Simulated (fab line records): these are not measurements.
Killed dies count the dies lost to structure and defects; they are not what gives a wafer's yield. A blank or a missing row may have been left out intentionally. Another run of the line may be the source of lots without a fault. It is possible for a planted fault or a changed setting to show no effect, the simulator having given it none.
fab line records | flow n5Finfet
[record] lots = 7 wafers = 21 lastDay = 19
route steps=1938 shown BEOL_M3@982 BEOL_M4@1111 PASSIVATION@1936
lots untouched by any fault: they come from a run of this same line in which no faults occurred
startH: hours from the record's opening day to when the first of the lot's shown wafers began | waitH: how many hours have passed since the lot's step before this one | " same as the row above | L1.1+2: a row that stands for several wafers | - no value present, or no start provided | * or withheld: withheld | < > ~ a bound
route shown NAME@n: a module of which the file shows steps, and the number in the route of the first | usual: average and standard deviation across the fault-free wafers | same: alike in all rows | chamber/n: place in a boat | sites: per-site readings | _std_site: how widely they spread, as a standard deviation | _edge_site: mean of outer sites minus mean of inner sites | radiusMm: how far each site lies from the wafer's centre | mask NAME#n: copy n | behind: tool/chamber where the wafer was last shaped | hold: why the lot went on hold/how many hours it stayed there/how the hold came to an end | device: the n, p or np transistor that did not switch | end of line: tests of these same wafers at the route's end | a step without rows: its recipe alone | killed: dies that structure and defects cost at the first sort, which is not the same as the wafer's yield | map: dies across one wafer; x = killed, . = not, _ = none there
set.NAME: setting as actually run; set.NAME@STEP: the setting as run at that earlier step | model.NAME: the simulator's own value behind a step, which no gauge read
lots seen at some steps along the route; tables by step, rows by wafer
services: a tool's chamber out of use, with start hour (startH, from the record's first day; less than 0 if before it), hours out, and reason
[[steps]]
[step N5_BEOL_M3_STRIP_97]
[recipe] chemistry = N2/H2 timeS = 10 powerW = 450 tempC = 40 pressureMtorr = 20 rfFrequencyHz = 6e+07 biasPowerW = 7 n2FlowSccm = 200 h2FlowSccm = 200
[usual] drypumpMotorCurrentA = 5.3/0.41 oesProductAu = 0.75/0.067 rfVppV = 59.4/0.73 showerheadPlenumPTorr = 2.60/0.063 throttleValvePct = 23.67/0.3
// columns lot.wafer tool chamber startH waitH drypumpMotorCurrentA oesProductAu rfHoursCounterH rfVppV showerheadPlenumPTorr throttleValvePct
L254.1 rieDiel-01 0 - - 5.5 0.75 149 60.2 2.65 23.51
L254.2 " 1 " " 5.8 0.69 234 60.0 2.61 24.14
L254.3 " 2 " " 5.0 0.75 155 59.1 2.54 23.71
L260.1 rieDiel-02 2 - - 4.9 0.83 86 58.9 2.68 24.39
L260.3 " 0 " " 5.0 0.68 211 59.7 2.63 23.75
L260.4 " 1 " " 5.0 0.75 163 59.8 2.64 23.47
L261.2 rieDiel-04 3 - - 5.7 0.75 157 58.8 2.53 23.54
L261.5 " 3 " " 5.7 0.74 - 59.4 2.53 23.53
L261.6 " 2 " " 5.5 0.70 - 59.4 2.51 23.74
L262.3 rieDiel-04 0 - - 6.1 0.97 10 58.7 2.60 23.70
L262.4 " 0 " " 6.1 0.96 - 58.3 2.60 23.71
L262.6 " 2 " " 5.5 0.71 - 59.0 2.51 23.75
L263.1 rieDiel-01 0 - - 5.5 0.73 163 60.8 2.64 23.52
L263.3 " 3 " " 4.6 0.73 188 59.4 2.63 23.38
L263.5 " 3 " " 4.6 0.72 - 59.1 2.63 23.38
L265.3 rieDiel-01 3 - - 4.6 0.71 199 59.1 2.63 23.40
L265.5 " 2 " " 5.0 0.73 - 59.0 2.53 23.74
L265.6 " 3 " " 4.6 0.71 - 59.1 2.63 23.40
L267.1 rieDiel-02 1 - - 5.1 0.73 187 59.9 2.63 23.49
L267.3 " 3 " " 5.5 0.78 113 59.7 2.67 23.31
L267.5 " 0 " " 5.0 0.66 - 60.0 2.62 23.79
[step N5_BEOL_M3_OCD_MEAS_38]
[usual] trenchDepthNm = 55.0/0.79
// columns lot.wafer tool chamber startH waitH trenchDepthNm
L254.1 ocd-01 - 189.20 - 54.9
L254.2 " - " " 53.9
L254.3 " - " " 55.1
L260.1 ocd-02 - 225.16 - 56.1
L260.3 " - " " 53.9
L260.4 " - " " 55.4
L261.2 ocd-01 - 236.46 - 55.4
L261.5 " - " " 55.7
L261.6 " - " " 53.6
L262.3 ocd-02 - 244.54 - 55.5
L262.4 " - " " 55.5
L262.6 " - " " 54.1
L263.1 ocd-01 - 247.33 - 55.1
L263.3 " - " " 54.5
L263.5 " - " " 54.8
L265.3 ocd-02 - 279.29 - 54.5
L265.5 " - " " 54.7
L265.6 " - " " 54.0
L267.1 ocd-02 - 302.70 - 55.0
L267.3 " - " " 55.1
L267.5 " - " " 53.8
[step N5_BEOL_M3_HM_STRIP_39]
[recipe] chemistry = peroxideTinStrip material = TiN targetDepthA = 250 tempC = 50 timeS = 158
[step N5_BEOL_M3_SRD_40]
[recipe] timeS = 30 tempC = 23 rinseLiquid = diw dry = ipaMarangoni
[step N5_BEOL_M3_PRECLEAN_42]
[recipe] chemistry = residueRemover timeS = 60 tempC = 40
[step N5_BEOL_M3_SRD_43]
[recipe] timeS = 30 tempC = 23 rinseLiquid = diw dry = ipaMarangoni
[step N5_BEOL_M3_CD_MEAS_35]
[recipe] targetCdNm = 18 targetCdYNm = 21 polarity = opening
[usual] cdNm = 18.0/0.3
// columns lot.wafer tool chamber startH waitH cdNm
L254.1 cdSem-03 - 189.36 0.0 18.2
L254.2 " - " " 17.9
L254.3 " - " " 18.2
L260.1 cdSem-02 - 225.32 0.0 18.1
L260.3 " - " " 18.3
L260.4 " - " " 18.1
L261.2 cdSem-03 - 236.62 0.0 18.1
L261.5 " - " " 17.9
L261.6 " - " " 18.2
L262.3 cdSem-02 - 244.69 0.0 17.5
L262.4 " - " " 17.8
L262.6 " - " " 18.1
L263.1 cdSem-02 - 247.49 0.0 17.8
L263.3 " - " " 18.0
L263.5 " - " " 17.8
L265.3 cdSem-01 - 279.45 0.0 17.6
L265.5 " - " " 17.5
L265.6 " - " " 17.5
L267.1 cdSem-01 - 302.86 0.0 17.7
L267.3 " - " " 17.6
L267.5 " - " " 17.9
[step N5_BEOL_M3_DEGAS_44]
[recipe] ambient = vacuum tempC = 250 timeS = 60
[usual] heaterPowerW = 314/38
// columns lot.wafer tool chamber startH waitH heaterPowerW
L254.1 pvdSputter-02 - 190.08 0.7 346
L254.2 " - " " 317
L254.3 " - " " 312
L260.1 pvdSputter-01 - 225.69 0.4 305
L260.3 " - " " 311
L260.4 " - " " 354
L261.2 pvdSputter-03 - 236.72 0.1 415
L261.5 " - " " 313
L261.6 " - " " 252
L262.3 pvdSputter-01 - 244.73 0.0 358
L262.4 " - " " 286
L262.6 " - " " 287
L263.1 pvdSputter-01 - 247.85 0.4 349
L263.3 " - " " 317
L263.5 " - " " 344
L265.3 pvdSputter-02 - 279.60 0.2 315
L265.5 " - " " 343
L265.6 " - " " 301
L267.1 pvdSputter-01 - 303.10 0.2 313
L267.3 " - " " 286
L267.5 " - " " 318
[step N5_BEOL_M3_PRE_CLEAN_45]
[recipe] gas = H2/He timeS = 30 tempC = 250
[usual] heaterPowerW = 313/38
// columns lot.wafer tool chamber startH waitH heaterPowerW
L254.1 pvdSputter-02 - 190.12 0.0 350
L254.2 " - " " 324
L254.3 " - " " 305
L260.1 pvdSputter-01 - 225.73 0.0 307
L260.3 " - " " 311
L260.4 " - " " 351
L261.2 pvdSputter-03 - 236.76 0.0 400
L261.5 " - " " 311
L261.6 " - " " 246
L262.3 pvdSputter-01 - 244.77 0.0 342
L262.4 " - " " 289
L262.6 " - " " 291
L263.1 pvdSputter-01 - 247.89 0.0 350
L263.3 " - " " 316
L263.5 " - " " 348
L265.3 pvdSputter-02 - 279.64 0.0 313
L265.5 " - " " 353
L265.6 " - " " 307
L267.1 pvdSputter-01 - 303.14 0.0 309
L267.3 " - " " 288
L267.5 " - " " 308
[step N5_BEOL_M3_ALD_84]
[recipe] material = TaN targetThkA = * tempC = 275 aldPrecursorFamily = PDMAT aldCoReactant = NH3 pressureTorr = 3 carrierFlowSccm = 1500 pulseTimeS = 2 purgeTimeS = 3 coReactantPurgeTimeS = 2 coReactantPulseTimeS = 3 aldCycles = 30 precursorVesselTempC = 75 precursorVesselPressureTorr = 26.25 precursorVesselCarrierSccm = 1000
[usual] heaterPowerW = 438/26
[same] purgeTimeS = 3
// columns lot.wafer tool chamber startH waitH heaterPowerW
L254.1 aldMetal-03 3 190.18 0.0 441
L254.2 " 0 " " 441
L254.3 " 2 " " 458
L260.1 aldMetal-04 2 225.80 0.0 430
L260.3 " 3 " " 373
L260.4 " 1 " " 501
L261.2 aldMetal-01 0 236.82 0.0 430
L261.5 " 2 " " 450
L261.6 " 3 " " 424
L262.3 aldMetal-01 2 244.83 0.0 438
L262.4 " 2 " " 433
L262.6 " 0 " " 423
L263.1 aldMetal-03 1 247.97 0.1 434
L263.3 " 3 " " 437
L263.5 " 3 " " 437
L265.3 aldMetal-03 3 279.70 0.0 430
L265.5 " 3 " " 439
L265.6 " 2 " " 452
L267.1 aldMetal-04 3 303.20 0.0 375
L267.3 " 1 " " 496
L267.5 " 1 " " 508
[step N5_BEOL_M3_SURFACE_TREAT_85]
[recipe] gas = Ar timeS = * ionEnergyEv = * ionCurrentMaCm2 = 0.5 pressureMtorr = * arFlowSccm = 30
[step N5_BEOL_M3_CVD_47]
[recipe] material = Co targetThkA = 30 tempC = withheld precursor = CCTBA/H2 pressureTorr = 30 timeS = 223.8
[step N5_BEOL_M3_SPUTTER_48]
[recipe] material = Cu targetThkA = 45 tempC = -20 chamberPressurePa = 0.07 powerW = withheld timeS = 8.29
[usual] chamberPressurePa = 0.06999/0.00013 chuckGasFlowSccm = 1.26/0.052 throttleValvePct = 30.4/1.4
// columns lot.wafer tool chamber startH waitH chamberPressurePa chuckGasFlowSccm throttleValvePct
L254.1 pvdSputter-01 - 190.65 0.1 0.06996 1.28 32.8
L254.2 " - " " 0.06975 1.26 28.2
L254.3 " - " " 0.06993 1.29 29.5
L260.1 pvdSputter-01 - 226.59 0.2 - - -
L260.3 " - " " - - -
L260.4 " - " " - - -
L261.2 pvdSputter-03 - 239.00 1.5 - - -
L261.5 " - " " - - -
L261.6 " - " " - - -
L262.3 pvdSputter-03 - 245.80 0.5 - - -
L262.4 " - " " - - -
L262.6 " - " " - - -
L263.1 pvdSputter-01 - 248.49 0.1 0.06994 1.16 28.3
L263.3 " - " " 0.06994 1.29 32.7
L263.5 " - " " 0.06998 1.22 29.6
L265.3 pvdSputter-02 - 280.45 0.4 0.06986 1.31 29.4
L265.5 " - " " 0.07004 1.32 29.3
L265.6 " - " " 0.07002 1.28 32.6
L267.1 pvdSputter-02 - 303.96 0.2 0.07014 1.26 32.3
L267.3 " - " " 0.07001 1.29 29.2
L267.5 " - " " 0.07015 1.27 29.5
[step N5_BEOL_M3_ANNEAL_49]
[recipe] tempC = 400 timeS = 240 ambient = vacuum
[usual] heaterPowerW = 784/110 susceptor_temp_C_max = 401.0/0.37
// columns lot.wafer tool chamber startH waitH heaterPowerW susceptor_temp_C_max
L254.1 pvdSputter-01 - 190.73 0.0 873 400.9
L254.2 " - " " 758 400.4
L254.3 " - " " 731 400.7
L260.1 pvdSputter-01 - 226.67 0.0 702 401.1
L260.3 " - " " 777 401.3
L260.4 " - " " 882 400.2
L261.2 pvdSputter-03 - 239.08 0.0 794 400.9
L261.5 " - " " 1011 401.8
L261.6 " - " " 628 401.0
L262.3 pvdSputter-03 - 245.89 0.0 822 400.9
L262.4 " - " " 700 401.1
L262.6 " - " " 1017 401.6
L263.1 pvdSputter-01 - 248.57 0.0 760 400.2
L263.3 " - " " 867 400.8
L263.5 " - " " 797 401.4
L265.3 pvdSputter-02 - 280.53 0.0 873 400.3
L265.5 " - " " 761 401.1
L265.6 " - " " 714 400.8
L267.1 pvdSputter-02 - 304.04 0.0 702 400.8
L267.3 " - " " 756 401.1
L267.5 " - " " 798 401.1
[step N5_BEOL_M4_RC_MEAS_101]
[usual] DIBL_N = 36.3/1.2 DIBL_P = 36.3/1.4 IOFF_N = 0.160/0.02 IOFF_P = 0.210/0.025 ION_N = 675/9.5 ION_P = 462/7 SS_N = 71.5/0.53 SS_P = 73.4/0.55 VT_N = 249.5/2.6 VT_P = -250.1/2.9
// columns lot.wafer tool chamber startH waitH DIBL_N[mV/V] DIBL_P[mV/V] IOFF_N[nA/um] IOFF_P[nA/um] ION_N[uA/um] ION_P[uA/um] SS_N[mV/dec] SS_P[mV/dec] VT_N[mV] VT_P[mV]
L254.1 prober-01 0 210.51 0.0 35.5 37.2 0.146 0.183 680 456 71.7 73.2 252.8 -252.8
L254.2 " 0 " " 36.2 38.1 0.161 0.197 681 458 71.4 73.1 250.4 -251.2
L254.3 " 0 " " 36.6 38.3 0.162 0.199 674 454 71.5 73.6 250.2 -253.6
L260.1 prober-02 0 247.75 0.0 35.8 35.6 0.148 0.217 670 466 71.9 72.8 251.2 -247.0
L260.3 " 0 " " 35.3 35.3 0.147 0.226 661 465 72.0 73.2 248.9 -248.3
L260.4 " 0 " " 37.4 37.4 0.188 0.253 670 466 72.8 73.0 244.6 -247.5
L261.2 prober-01 0 266.73 0.2 35.7 34.4 0.146 0.208 672 463 70.5 72.9 249.7 -247.3
L261.5 " 0 " " 38.0 37.1 0.197 0.260 687 479 71.3 74.1 245.6 -245.5
L261.6 " 0 " " 36.6 35.8 0.168 0.246 677 471 71.3 73.0 247.9 -244.0
L262.3 prober-02 0 283.28 0.3 36.1 35.6 0.153 0.206 670 455 72.4 74.4 250.6 -252.6
L262.4 " 0 " " 35.7 35.1 0.140 0.183 656 457 71.8 73.2 254.5 -253.1
L262.6 " 0 " " 34.8 35.5 0.134 0.198 680 465 71.3 73.1 250.1 -254.4
L263.1 prober-02 0 287.80 0.0 35.5 34.7 0.166 0.219 682 470 71.3 73.3 246.6 -244.4
L263.3 " 0 " " 36.7 36.9 0.196 0.255 694 476 72.0 74.2 243.6 -246.3
L263.5 " 0 " " 37.1 36.3 0.194 0.242 692 474 72.1 73.5 245.6 -246.1
L265.3 prober-02 0 312.01 0.3 37.4 37.4 0.188 0.229 680 465 71.6 73.9 245.1 -249.8
L265.5 " 0 " " 35.9 35.9 0.156 0.194 673 461 72.2 73.6 248.6 -251.9
L265.6 " 0 " " 38.5 38.9 0.207 0.243 669 456 73.3 75.0 246.8 -248.8
L267.1 prober-01 0 329.17 0.0 35.6 35.8 0.138 0.200 667 466 70.9 72.7 250.6 -249.4
L267.3 " 0 " " 36.9 37.0 0.153 0.216 659 459 72.1 73.9 250.8 -249.5
L267.5 " 0 " " 36.3 36.5 0.149 0.211 670 465 72.0 73.0 252.9 -251.5
[step N5_PASSIVATION_PROBE_49]
[usual] defectLimitedYield = 90.9/1.3 killed_at_M0_to_M3 = 36/11 killed_at_M4_up = 13/5.1 killedAtContacts = 14/4.9 killedAtFrontEnd = 41/10 killedAtOther = 3.4/2.6 killedDies = 107/16 killedOpen = 70/11 killedShort = 36/7.8 sort_bin_5_function = 5.4/0.84 sort_bin_6_memory = 3.4/0.67 sortNPass = 1073/16 sortYieldPct = 90.9/1.3
[same] grossDies = 1180 killedAtBackSide = 0 sort_bin_4_leakage[%] = 0 sort_bin_8_speed[%] = 0
// columns lot.wafer tool chamber startH waitH defectLimitedYield[%] killed_at_M0_to_M3 killed_at_M4_up killedAtContacts killedAtFrontEnd killedAtOther killedDies killedOpen killedShort sort_bin_5_function[%] sort_bin_6_memory[%] sortNPass sortYieldPct[%]
L260.1 prober-01 - 363.76 0.0 89.6 35 27 13 42 6 123 68 38 6.3 3.8 1057 89.6
L260.3 prober-01 - 363.86 0.1 89.5 38 8 4 68 6 124 72 34 5.5 4.7 1056 89.5
L260.4 prober-01 - 363.91 0.2 90.9 34 12 15 43 3 107 69 27 4.8 3.8 1073 90.9
L261.2 prober-02 - 369.17 0.1 89.9 37 4 12 66 0 119 66 40 6.6 3.2 1061 89.9
L261.5 prober-02 - 369.32 0.2 88.6 47 15 19 46 7 134 86 36 6.3 4.9 1046 88.6
L261.6 prober-02 - 369.37 0.3 90.8 32 8 20 47 2 109 62 36 6.1 3.0 1071 90.8
L262.3 prober-01 - 385.24 0.1 87.9 51 18 11 62 1 143 94 34 7.1 4.8 1037 87.9
L262.4 prober-01 - 385.29 0.2 87.5 66 9 11 60 1 147 95 33 7.3 4.7 1033 87.5
L262.6 prober-01 - 385.39 0.3 90.3 35 18 10 48 4 115 68 38 4.9 4.4 1065 90.3
// killed by level:class
L260.1 BEOL_M4:geometricParticle:open=16 BEOL_M3:interfaceVoidOpened=14 MOL_CONTACT_COAG:geometricParticle:open=11 FIN_SAQP:geometricParticle:short=8 FIN_SAQP:geometricParticle:open=7 BEOL_M3:geometricParticle:open=5 STARTING-WAFER:geometricParticle:open=5 BEOL_M2:geometricParticle:short=4
L260.3 FIN_SAQP:geometricParticle:open=23 FIN_SAQP:geometricParticle:short=16 BEOL_M3:interfaceVoidOpened=14 BEOL_M1:geometricParticle:open=8 STI_FIN_REVEAL:geometricParticle:open=7 BEOL_M3:geometricParticle:open=7 GATE_CUT:geometricParticle:short=4 BEOL_M4:geometricParticle:open=4
L260.4 MOL_CONTACT_COAG:geometricParticle:open=12 FIN_SAQP:geometricParticle:open=10 BEOL_M3:interfaceVoidOpened=10 BEOL_M3:geometricParticle:open=9 BEOL_M4:geometricParticle:open=8 STI_FIN_REVEAL:geometricParticle:open=7 FIN_SAQP:geometricParticle:short=6 GATE_CUT:geometricParticle:short=5
L261.2 FIN_SAQP:geometricParticle:open=21 FIN_SAQP:geometricParticle:short=21 BEOL_M3:interfaceVoidOpened=13 MOL_CONTACT_COAG:geometricParticle:open=11 GATE_CUT:geometricParticle:short=5 GATE_CUT:geometricParticle:open=5 BEOL_M2:geometricParticle:open=5 STI_FIN_REVEAL:geometricParticle:open=4
L261.5 FIN_SAQP:geometricParticle:open=18 MOL_CONTACT_COAG:geometricParticle:open=16 BEOL_M0_SAQP:geometricParticle:short=11 FIN_SAQP:geometricParticle:short=10 BEOL_M3:interfaceVoidOpened=9 BEOL_M0_SAQP:geometricParticle:open=9 BEOL_M1:geometricParticle:open=7 BEOL_M4:geometricParticle:open=7
L261.6 MOL_CONTACT_COAG:geometricParticle:open=18 FIN_SAQP:geometricParticle:short=15 FIN_SAQP:geometricParticle:open=14 BEOL_M3:interfaceVoidOpened=11 BEOL_M3:geometricParticle:open=5 STI_FIN_REVEAL:geometricParticle:open=5 BEOL_M2:geometricParticle:open=4 BEOL_M0_SAQP:geometricParticle:open=3
L262.3 FIN_SAQP:geometricParticle:open=22 STI_FIN_REVEAL:geometricParticle:open=13 BEOL_M3:interfaceVoidOpened=13 BEOL_M0_SAQP:geometricParticle:open=11 BEOL_M0_SAQP:geometricParticle:short=10 BEOL_M4:geometricParticle:open=9 MOL_CONTACT_COAG:geometricParticle:open=8 BEOL_M3:geometricParticle:open=7
L262.4 STI_FIN_REVEAL:geometricParticle:open=28 BEOL_M3:interfaceVoidOpened=19 BEOL_M0_SAQP:geometricParticle:short=12 BEOL_M0_SAQP:geometricParticle:open=11 FIN_SAQP:geometricParticle:open=10 MOL_CONTACT_COAG:geometricParticle:open=10 BEOL_M2:geometricParticle:open=10 BEOL_M3:geometricParticle:open=6
L262.6 FIN_SAQP:geometricParticle:open=11 STI_FIN_REVEAL:geometricParticle:open=11 BEOL_M2:geometricParticle:open=8 BEOL_M4:geometricParticle:open=7 MOL_CONTACT_COAG:geometricParticle:open=6 BEOL_M3:interfaceVoidOpened=6 GATE_CUT:geometricParticle:short=5 BEOL_M1:geometricParticle:open=5
[[services]]
// columns tool chamber startH hours kind
rieDiel-04 1 180.16 11.0 repair
rieDiel-04 0 191.20 - clean
rieDiel-04 0 191.20 - consumableReplace:focusRing
rieDiel-04 0 191.20 20.1 scheduledDown
rieDiel-04 0 191.20 20.1 ventCycle
rieDiel-02 - 195.75 0.3 repair
aldMetal-03 3 197.98 31.3 repair
rieDiel-02 3 210.60 4.7 repair
aldMetal-03 2 214.74 - calibration
aldMetal-01 1 219.37 27.9 repair
rieDiel-04 1 237.23 - clean
rieDiel-04 1 237.23 - consumableReplace:focusRing
rieDiel-04 1 237.23 - consumableReplace:showerhead
rieDiel-04 1 237.23 24.6 scheduledDown
rieDiel-04 1 237.23 24.6 ventCycle
rieDiel-02 - 249.18 0.2 repair
rieDiel-01 1 251.59 - clean
rieDiel-01 1 251.59 - consumableReplace:focusRing
rieDiel-01 1 251.59 17.7 scheduledDown
rieDiel-01 1 251.59 17.7 ventCycle
aldMetal-03 1 263.77 5.8 repair
aldMetal-04 3 291.30 6.7 repair
rieDiel-01 1 291.76 3.0 repair
rieDiel-02 2 294.86 20.4 repair
[[key]]
[firstSign] step = N5_BEOL_M3_SPUTTER_48 reading = toolRecord direction = missing
effect none on later readings
metAt N5_BEOL_M3_SPUTTER_48
struckWafers L260.1,L260.3,L260.4,L261.2,L261.5,L261.6,L262.3,L262.4,L262.6
onsetBetween 190.65 226.59
[fault] kind = skippedStepWhole tool = pvdSputter-01,pvdSputter-03 chamber = - onsetH = 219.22 steps = N5_BEOL_M3_SPUTTER_48 scope = struckLotsOnly
